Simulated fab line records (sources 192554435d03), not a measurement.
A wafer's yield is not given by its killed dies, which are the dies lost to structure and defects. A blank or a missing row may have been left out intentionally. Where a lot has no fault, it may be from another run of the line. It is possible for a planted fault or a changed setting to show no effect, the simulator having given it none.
fab line records	flow n5_finfet	part 1 of 2: steps 1 to 4 of 6
record: lots: 23	wafers: 69	last_day: 17
route steps=1938 shown DUMMY_GATE@241 SPACER0@259 SD_EPI_N@275 SD_EPI_P@305 SDB@360 HKMG_FIN@386
lots untouched by any fault: they come from a run of this same line in which no faults occurred
start_h: start of the lot's first displayed wafer, in hours after the record's first day	wait_h: hours from the lot's prior step to this one	" as in the row above	L1.1+2: several wafers, shown together as one row	- value missing, or start not given	* or withheld: withheld	< > ~ a bound
route shown NAME@n: a module of which the file shows steps, and the number in the route of the first	usual: the fault-free wafers' mean and standard deviation	same: alike in all rows	chamber/n: place in a boat	sites: the reading at each site	_std_site: their standard deviation	_edge_site: outer sites' mean less inner sites'	radius_mm: for every site, how far away it sits from the centre of the wafer	mask NAME#n: copy n	behind: the most recent tool/chamber to have shaped the wafer	hold: what put the lot on hold/how long, in hours/how the hold closed	device: transistor that didn't switch, given as n, p or np	end of line: the route-end tests of the same wafers	a step with no rows: only its recipe	killed: at the first sort, the dies lost to defects and structure; wafer yield is something else	map: a wafer's dies, x killed, . not, _ none there
set.NAME: setting as actually run; set.NAME@STEP: the setting as run at that earlier step	model.NAME: the simulator's own value behind a step, which no gauge read
steps of the route over a sample of lots; a table a step, a row a wafer
services: when a tool's chamber went out of use (start_h, in hours from the record's first day, below 0 if earlier), for how many hours, and the reason
== steps ==
step: N5_DUMMY_GATE_STRIP_40
recipe: chemistry: CF4	resist: SiARC	power_w: 300	bias_power_w: 75	pressure_mtorr: 50	cf4_flow_sccm: 150	rf_frequency_hz: 6e+07
usual: cf4_flow_sccm: 150.0/0.43	drypump_motor_current_A: 5.6/0.55	oes_product_au: 0.79/0.085	rf_vpp_V: 271.6/1.5	showerhead_plenum_p_Torr: 1.82/0.054	throttle_valve_pct: 13.55/0.27
lot.wafer	tool	chamber	start_h	wait_h	cf4_flow_sccm	drypump_motor_current_A	oes_product_au	rf_hours_counter_h	rf_vpp_V	showerhead_plenum_p_Torr	throttle_valve_pct
L074.2	rie_diel-01	3	52.03	0.2	150.4	5.5	0.96	2	272.6	1.84	13.37
L074.3	"	0	"	"	150.4	5.8	0.91	9	273.2	1.91	13.50
L074.4	"	1	"	"	149.9	5.7	0.81	96	270.7	1.82	13.44
L075.1	rie_diel-03	1	54.48	0.1	150.2	6.6	0.75	158	271.4	1.86	13.60
L075.4	"	3	"	"	149.8	5.8	0.69	244	271.5	1.84	13.87
L075.5	"	1	"	"	150.2	6.6	0.75	-	272.1	1.86	13.60
L076.3	rie_diel-01	1	60.07	0.2	149.3	5.6	0.81	98	270.3	1.82	13.44
L076.5	"	1	"	"	149.4	5.7	0.80	-	270.4	1.82	13.46
L076.6	"	0	"	"	149.8	5.8	0.90	-	274.6	1.91	13.52
L077.2	rie_diel-03	3	65.19	0.1	149.8	5.7	0.69	248	271.0	1.83	13.89
L077.3	"	1	"	"	150.2	6.6	0.75	161	271.6	1.86	13.63
L077.4	"	2	"	"	150.1	6.4	0.95	3	273.8	1.91	13.31
L079.1	rie_diel-02	2	77.78	0.1	150.3	5.1	0.84	53	270.5	1.75	13.47
L079.4	"	1	"	"	149.2	5.8	0.70	209	271.4	1.77	13.99
L079.6	"	2	"	"	151.0	5.1	0.84	-	269.4	1.75	13.48
L080.3	rie_diel-02	2	83.57	0.1	149.5	5.1	0.84	54	268.9	1.75	13.48
L080.4	"	3	"	"	149.4	4.9	0.71	206	270.6	1.85	13.82
L080.5	"	3	"	"	150.2	4.9	0.70	-	272.5	1.85	13.84
L081.3	rie_diel-01	0	89.03	0.1	150.2	5.8	0.87	20	273.3	1.90	13.50
L081.5	"	0	"	"	150.4	5.8	0.89	-	274.2	1.90	13.54
L081.6	"	1	"	"	149.8	5.7	0.79	-	272.9	1.81	13.49
L082.1	rie_diel-03	1	96.07	0.1	149.8	6.6	0.74	172	272.7	1.85	13.65
L082.4	"	0	"	"	149.9	5.7	0.68	-	270.3	1.76	13.51
L082.6	"	1	"	"	149.6	6.6	0.74	-	272.1	1.85	13.65
L083.1	rie_diel-02	1	102.06	0.1	149.9	5.8	0.69	217	269.1	1.77	14.01
L083.4	"	0	"	"	149.5	6.1	0.77	122	274.3	1.87	13.22
L083.5	"	1	"	"	150.0	5.8	0.70	-	269.3	1.77	13.99
L084.1	rie_diel-01	2	107.05	0.1	150.4	4.8	0.84	57	269.6	1.75	13.25
L084.2	"	3	"	"	150.0	5.5	0.91	18	271.8	1.84	13.42
L084.6	"	2	"	"	149.7	4.8	0.84	-	269.6	1.75	13.26
L085.3	rie_diel-02	1	112.46	0.1	150.0	5.8	0.70	219	272.8	1.77	14.01
L085.5	"	0	"	"	149.9	6.1	0.77	-	273.3	1.87	13.23
L085.6	"	1	"	"	149.5	5.8	0.69	-	271.0	1.77	14.02
L086.1	rie_diel-01	0	122.80	0.1	149.9	5.8	0.86	31	272.2	1.90	13.53
L086.5	"	1	"	"	149.3	5.7	0.79	-	271.1	1.81	13.49
L086.6	"	2	"	"	151.3	4.9	0.84	-	271.4	1.75	13.27
L087.1	rie_diel-01	3	126.65	0.1	149.6	5.5	0.90	24	272.7	1.84	13.41
L087.2	"	0	"	"	149.8	5.8	0.86	32	272.9	1.90	13.54
L087.3	"	1	"	"	150.1	5.7	0.79	119	270.8	1.81	13.50
L088.2	rie_diel-02	0	135.38	0.2	150.4	6.1	0.76	131	272.0	1.86	13.25
L088.5	"	1	"	"	150.6	5.8	0.69	-	270.1	1.77	14.04
L088.6	"	0	"	"	149.9	6.1	0.76	-	271.6	1.86	13.24
L089.1	rie_diel-02	3	138.09	0.1	150.2	4.9	0.69	222	272.0	1.85	13.85
L089.4	"	0	"	"	149.7	6.1	0.76	133	271.1	1.86	13.24
L089.6	"	2	"	"	149.8	5.1	0.81	-	270.1	1.75	13.50
L090.2	rie_diel-02	2	142.71	0.1	149.9	5.0	0.82	75	269.0	1.75	13.52
L090.3	"	1	"	"	150.3	5.8	0.69	229	271.5	1.77	14.03
L090.6	"	2	"	"	150.4	5.1	0.81	-	270.0	1.75	13.54
L091.1	rie_diel-02	3	149.05	0.1	149.7	4.9	0.69	226	271.5	1.84	13.85
L091.2	"	0	"	"	150.2	6.1	0.76	135	272.5	1.86	13.27
L091.3	"	1	"	"	150.0	5.8	0.69	232	271.5	1.77	14.04
L092.2	rie_diel-01	1	159.88	0.1	149.2	5.7	0.77	130	270.0	1.81	13.52
L092.4	"	0	"	"	150.1	5.8	0.83	43	272.6	1.90	13.58
L092.5	"	3	"	"	150.1	5.5	0.89	-	271.1	1.84	13.41
L093.1	rie_diel-03	3	162.94	0.1	149.6	5.7	0.90	21	271.8	1.83	13.36
L093.5	"	3	"	"	149.7	5.7	0.90	-	272.3	1.83	13.34
L093.6	"	2	"	"	149.8	6.4	0.87	-	273.7	1.90	13.35
L094.1	rie_diel-02	3	169.85	0.1	149.7	4.9	0.69	231	272.5	1.84	13.87
L094.3	"	0	"	"	150.2	6.1	0.76	140	271.1	1.86	13.25
L094.4	"	2	"	"	150.1	5.1	0.81	84	270.8	1.74	13.56
L095.2	rie_diel-02	1	172.42	0.1	150.0	5.8	0.68	239	268.7	1.76	14.06
L095.4	"	3	"	"	150.5	4.9	0.68	232	271.5	1.84	13.88
L095.5	"	3	"	"	150.7	4.9	0.69	-	271.7	1.84	13.86
L096.1	rie_diel-03	2	181.58	0.1	149.7	6.4	0.86	38	272.1	1.90	13.35
L096.3	"	1	"	"	150.2	6.6	0.72	200	273.7	1.85	13.71
L096.6	"	1	"	"	149.6	6.6	0.72	-	270.3	1.85	13.71
L097.3	rie_diel-02	0	183.52	0.1	149.7	6.1	0.75	144	274.5	1.86	13.28
L097.4	"	3	"	"	149.2	4.9	0.68	-	270.7	1.84	13.90
L097.6	"	0	"	"	148.9	6.1	0.76	-	272.5	1.86	13.27
step: N5_SPACER0_ALD_00
recipe: material: SiOCN	target_thk_a: 35	temp_c: 400	ald_precursor_family: alkyl-aminosilane	ald_co_reactant: O2/N2-plasma	pulse_time_s: 3	purge_time_s: 2	co_reactant_purge_time_s: 2	ald_cycles: 58	pressure_torr: 2
usual: heater_power_outer_w: 499/70	heater_power_w: 818/85	precursor_pulse_height_rel: 0.999/0.02
lot.wafer	tool	chamber	start_h	wait_h	heater_power_outer_w	heater_power_w	precursor_pulse_height_rel
L074.2	ald_sin-02	2	53.10	0.1	486	815	1.044
L074.3	"	1	"	"	521	881	1.009
L074.4	"	3	"	"	579	925	0.976
L075.1	ald_sin-03	2	55.56	0.1	381	685	1.010
L075.4	"	3	"	"	447	755	0.991
L075.5	"	1	"	"	470	812	1.024
L076.3	ald_sin-03	3	61.09	0.1	447	743	0.999
L076.5	"	1	"	"	488	804	1.007
L076.6	"	2	"	"	382	681	0.992
L077.2	ald_sin-03	3	66.32	0.1	447	771	1.004
L077.3	"	1	"	"	483	824	1.003
L077.4	"	2	"	"	389	692	1.007
L079.1	ald_sin-02	0	79.14	0.1	435	752	0.989
L079.4	"	3	"	"	585	911	0.964
L079.6	"	3	"	"	593	938	1.009
L080.3	ald_sin-02	0	84.74	0.1	439	742	0.967
L080.4	"	3	"	"	606	916	0.992
L080.5	"	2	"	"	490	805	1.012
L081.3	ald_sin-01	1	90.05	0.1	504	752	1.000
L081.5	"	1	"	"	504	773	0.993
L081.6	"	0	"	"	553	837	1.023
L082.1	ald_sin-01	3	97.09	0.1	601	959	0.981
L082.4	"	1	"	"	510	804	1.002
L082.6	"	0	"	"	545	848	0.993
L083.1	ald_sin-03	1	103.43	0.1	466	781	0.977
L083.4	"	0	"	"	503	868	1.034
L083.5	"	2	"	"	368	670	0.997
L084.1	ald_sin-02	3	108.09	0.1	625	932	1.019
L084.2	"	1	"	"	540	901	0.960
L084.6	"	3	"	"	594	884	0.968
L085.3	ald_sin-02	1	113.74	0.1	542	908	1.007
L085.5	"	3	"	"	596	907	1.004
L085.6	"	0	"	"	430	749	0.982
L086.1	ald_sin-03	0	123.85	0.1	506	874	0.979
L086.5	"	2	"	"	368	654	0.988
L086.6	"	1	"	"	469	803	1.014
L087.1	ald_sin-01	1	127.68	0.1	493	773	1.009
L087.2	"	0	"	"	538	838	1.011
L087.3	"	3	"	"	623	981	0.987
L088.2	ald_sin-03	1	136.43	0.1	490	792	0.985
L088.5	"	2	"	"	371	671	1.003
L088.6	"	1	"	"	464	788	0.985
L089.1	ald_sin-01	1	139.18	0.1	499	778	1.002
L089.4	"	2	"	"	589	904	0.996
L089.6	"	3	"	"	600	971	0.964
L090.2	ald_sin-03	2	144.15	0.1	367	663	0.991
L090.3	"	0	"	"	486	863	0.998
L090.6	"	0	"	"	495	871	0.977
L091.1	ald_sin-01	3	150.08	0.1	611	933	0.965
L091.2	"	1	"	"	511	788	1.036
L091.3	"	0	"	"	546	847	1.008
L092.2	ald_sin-01	3	161.02	0.1	623	955	0.975
L092.4	"	1	"	"	513	776	0.983
L092.5	"	0	"	"	556	832	0.965
L093.1	ald_sin-03	3	164.18	0.1	455	758	1.000
L093.5	"	0	"	"	500	882	0.994
L093.6	"	1	"	"	464	797	1.016
L094.1	ald_sin-02	2	170.87	0.1	492	803	1.047
L094.3	"	1	"	"	548	900	1.017
L094.4	"	3	"	"	604	948	1.002
L095.2	ald_sin-03	0	173.52	0.1	509	844	1.000
L095.4	"	2	"	"	369	659	1.021
L095.5	"	1	"	"	463	807	1.014
L096.1	ald_sin-03	2	183.66	0.1	371	669	0.995
L096.3	"	0	"	"	504	856	0.948
L096.6	"	3	"	"	468	759	0.972
L097.3	ald_sin-03	3	185.32	0.1	452	757	1.004
L097.4	"	1	"	"	463	786	1.022
L097.6	"	2	"	"	366	682	0.976
step: N5_SD_EPI_N_ETCH_35
recipe: chemistry: N2/H2	target: SOC	overetch_a: 1080	mask_material: SiARC	temp_c: 40	ion_energy_ev: 100	source_w: 3000	bias_w: 133	pressure_mtorr: 20	time_s: 486	n2_flow_sccm: 200	h2_flow_sccm: 200
usual: drypump_motor_current_A: 5.8/0.42	oes_product_au: 0.71/0.081	rf_vpp_V: 240.9/1.4	showerhead_plenum_p_Torr: 2.56/0.094	throttle_valve_pct: 23.64/0.29
lot.wafer	tool	chamber	start_h	wait_h	drypump_motor_current_A	oes_product_au	rf_hours_counter_h	rf_vpp_V	showerhead_plenum_p_Torr	throttle_valve_pct
L074.2	rie_diel-06	3	54.11	0.0	6.6	0.65	181	239.5	2.42	23.47
L074.3	"	1	"	"	6.4	0.84	17	243.6	2.71	23.69
L074.4	"	2	"	"	5.7	0.73	-	239.3	2.46	23.71
L075.1	rie_diel-05	1	56.55	0.0	5.7	0.70	89	243.1	2.68	23.47
L075.4	"	0	"	"	5.1	0.64	231	240.3	2.41	24.23
L075.5	"	1	"	"	5.7	0.70	-	242.8	2.68	23.48
L076.3	rie_diel-04	1	62.08	0.0	6.0	0.82	19	240.9	2.60	23.22
L076.5	"	3	"	"	5.6	0.64	-	241.0	2.61	23.70
L076.6	"	0	"	"	5.4	0.86	-	240.6	2.59	23.40
L077.2	rie_diel-06	2	67.19	0.0	5.6	0.72	111	238.8	2.45	23.70
L077.3	"	1	"	"	6.5	0.83	24	245.1	2.70	23.68
L077.4	"	2	"	"	5.7	0.72	-	240.0	2.45	23.71
L079.1	rie_diel-04	1	80.32	0.0	6.0	0.81	25	240.9	2.60	23.22
L079.4	"	0	"	"	5.4	0.84	12	240.9	2.59	23.43
L079.6	"	0	"	"	5.4	0.84	-	240.1	2.59	23.43
L080.3	rie_diel-04	0	85.74	0.0	5.4	0.82	15	241.7	2.59	23.41
L080.4	"	3	"	"	5.6	0.63	230	241.7	2.61	23.71
L080.5	"	0	"	"	5.4	0.83	-	242.8	2.59	23.43
L081.3	rie_diel-06	2	91.77	0.0	5.6	0.71	122	240.4	2.45	23.72
L081.5	"	2	"	"	5.6	0.71	-	237.9	2.45	23.75
L081.6	"	1	"	"	6.5	0.81	-	243.0	2.70	23.70
L082.1	rie_diel-05	0	98.08	0.0	5.0	0.63	245	238.2	2.40	24.24
L082.4	"	2	"	"	5.8	0.63	249	241.2	2.61	23.28
L082.6	"	0	"	"	5.1	0.62	-	239.8	2.40	24.24
L083.1	rie_diel-05	3	104.42	0.0	5.9	0.61	211	239.3	2.52	23.86
L083.4	"	0	"	"	5.0	0.62	-	237.9	2.40	24.24
L083.5	"	1	"	"	5.7	0.68	-	242.0	2.67	23.49
L084.1	rie_diel-04	0	110.04	0.0	5.5	0.81	25	241.3	2.58	23.44
L084.2	"	2	"	"	5.9	0.75	66	240.4	2.58	24.09
L084.6	"	0	"	"	5.4	0.81	-	241.1	2.58	23.44
L085.3	rie_diel-05	3	114.74	0.0	5.9	0.61	215	239.8	2.52	23.88
L085.5	"	3	"	"	5.9	0.61	-	240.3	2.52	23.86
L085.6	"	1	"	"	5.6	0.68	-	242.2	2.67	23.48
L086.1	rie_diel-04	3	125.15	0.0	5.6	0.62	246	240.6	2.60	23.74
L086.5	"	0	"	"	5.5	0.80	-	241.3	2.58	23.46
L086.6	"	1	"	"	6.0	0.78	-	240.8	2.59	23.24
L087.1	rie_diel-05	1	128.84	0.0	5.6	0.68	118	242.5	2.66	23.51
L087.2	"	2	"	"	5.8	0.85	6	241.8	2.60	22.97
L087.3	"	3	"	"	5.9	0.61	223	239.9	2.51	23.88
L088.2	rie_diel-04	2	137.42	0.0	5.9	0.73	76	241.9	2.57	24.09
L088.5	"	2	"	"	5.9	0.73	-	240.6	2.57	24.11
L088.6	"	1	"	"	6.0	0.78	-	241.1	2.59	23.26
L089.1	rie_diel-05	3	140.04	0.0	5.9	0.60	229	240.3	2.51	23.89
L089.4	"	1	"	"	5.6	0.68	124	241.8	2.66	23.51
L089.6	"	0	"	"	5.1	0.86	-	243.0	2.72	23.90
L090.2	rie_diel-06	3	145.16	0.0	6.6	0.62	221	239.8	2.41	23.50
L090.3	"	1	"	"	6.5	0.78	57	241.5	2.69	23.73
L090.6	"	0	"	"	5.9	0.67	-	240.6	2.54	23.54
L091.1	rie_diel-06	1	151.80	0.0	6.5	0.77	60	242.2	2.69	23.73
L091.2	"	2	"	"	5.6	0.70	147	238.7	2.44	23.74
L091.3	"	0	"	"	5.9	0.67	144	241.2	2.54	23.52
L092.2	rie_diel-06	3	161.98	0.0	6.6	0.61	227	240.1	2.41	23.53
L092.4	"	0	"	"	5.9	0.67	148	240.8	2.54	23.53
L092.5	"	2	"	"	5.7	0.69	-	240.4	2.44	23.75
L093.1	rie_diel-06	0	165.21	0.0	5.9	0.66	149	239.9	2.54	23.54
L093.5	"	0	"	"	5.9	0.67	-	240.5	2.54	23.53
L093.6	"	3	"	"	6.6	0.62	-	238.4	2.41	23.55
L094.1	rie_diel-06	2	171.74	0.0	5.6	0.68	154	239.1	2.44	23.76
L094.3	"	3	"	"	6.6	0.61	231	239.0	2.40	23.55
L094.4	"	1	"	"	6.4	0.77	66	243.8	2.69	23.74
L095.2	rie_diel-05	1	174.51	0.0	5.7	0.66	135	241.8	2.66	23.53
L095.4	"	0	"	"	5.0	0.81	14	243.5	2.71	23.93
L095.5	"	0	"	"	5.1	0.81	-	242.6	2.71	23.94
L096.1	rie_diel-04	0	184.66	0.0	5.5	0.77	53	241.1	2.57	23.48
L096.3	"	2	"	"	5.9	0.72	94	240.3	2.57	24.11
L096.6	"	2	"	"	5.9	0.72	-	241.3	2.57	24.12
L097.3	rie_diel-04	0	186.32	0.0	5.4	0.77	54	241.8	2.57	23.49
L097.4	"	1	"	"	6.0	0.75	60	241.8	2.58	23.27
L097.6	"	2	"	"	5.9	0.72	-	241.7	2.57	24.10
step: N5_SD_EPI_P_INSPECT_11
recipe: mode: adi	inspect_instrument: macro
usual: raw_defect_count: 2.0/1.4
lot.wafer	tool	chamber	start_h	wait_h	raw_defect_count
L074.2	defect_inspect-01	-	58.77	0.0	1
L074.3	"	-	"	"	2
L074.4	"	-	"	"	2
L075.1	defect_inspect-01	-	60.85	0.0	2
L075.4	"	-	"	"	5
L075.5	"	-	"	"	4
L076.3	defect_inspect-02	-	66.63	0.0	1
L076.5	"	-	"	"	3
L076.6	"	-	"	"	1
L077.2	defect_inspect-02	-	71.66	0.0	1
L077.3	"	-	"	"	3
L077.4	"	-	"	"	1
L079.1	defect_inspect-01	-	85.83	0.0	2
L079.4	"	-	"	"	0
L079.6	"	-	"	"	1
L080.3	defect_inspect-02	-	90.39	0.0	5
L080.4	"	-	"	"	2
L080.5	"	-	"	"	2
L081.3	defect_inspect-01	-	96.54	0.0	1
L081.5	"	-	"	"	5
L081.6	"	-	"	"	2
L082.1	defect_inspect-02	-	102.53	0.0	3
L082.4	"	-	"	"	0
L082.6	"	-	"	"	2
L083.1	defect_inspect-02	-	108.61	0.0	4
L083.4	"	-	"	"	4
L083.5	"	-	"	"	4
L084.1	defect_inspect-01	-	114.62	0.0	3
L084.2	"	-	"	"	1
L084.6	"	-	"	"	2
L085.3	defect_inspect-01	-	119.71	0.0	2
L085.5	"	-	"	"	3
L085.6	"	-	"	"	2
L086.1	defect_inspect-01	-	130.76	0.0	4
L086.5	"	-	"	"	2
L086.6	"	-	"	"	3
L087.1	defect_inspect-01	-	133.43	0.0	2
L087.2	"	-	"	"	3
L087.3	"	-	"	"	1
L088.2	defect_inspect-01	-	141.62	0.0	1
L088.5	"	-	"	"	3
L088.6	"	-	"	"	1
L089.1	defect_inspect-01	-	144.42	0.0	3
L089.4	"	-	"	"	2
L089.6	"	-	"	"	4
L090.2	defect_inspect-02	-	149.38	0.0	2
L090.3	"	-	"	"	1
L090.6	"	-	"	"	0
L091.1	defect_inspect-01	-	156.13	0.0	2
L091.2	"	-	"	"	2
L091.3	"	-	"	"	1
L092.2	defect_inspect-02	-	166.32	0.0	1
L092.4	"	-	"	"	2
L092.5	"	-	"	"	2
L093.1	defect_inspect-01	-	170.27	0.0	2
L093.5	"	-	"	"	6
L093.6	"	-	"	"	4
L094.1	defect_inspect-01	-	177.61	0.0	1
L094.3	"	-	"	"	1
L094.4	"	-	"	"	1
L095.2	defect_inspect-01	-	178.72	0.0	4
L095.4	"	-	"	"	3
L095.5	"	-	"	"	4
L096.1	defect_inspect-01	-	188.89	0.0	3
L096.3	"	-	"	"	4
L096.6	"	-	"	"	1
L097.3	defect_inspect-01	-	191.62	0.0	3
L097.4	"	-	"	"	1
L097.6	"	-	"	"	0
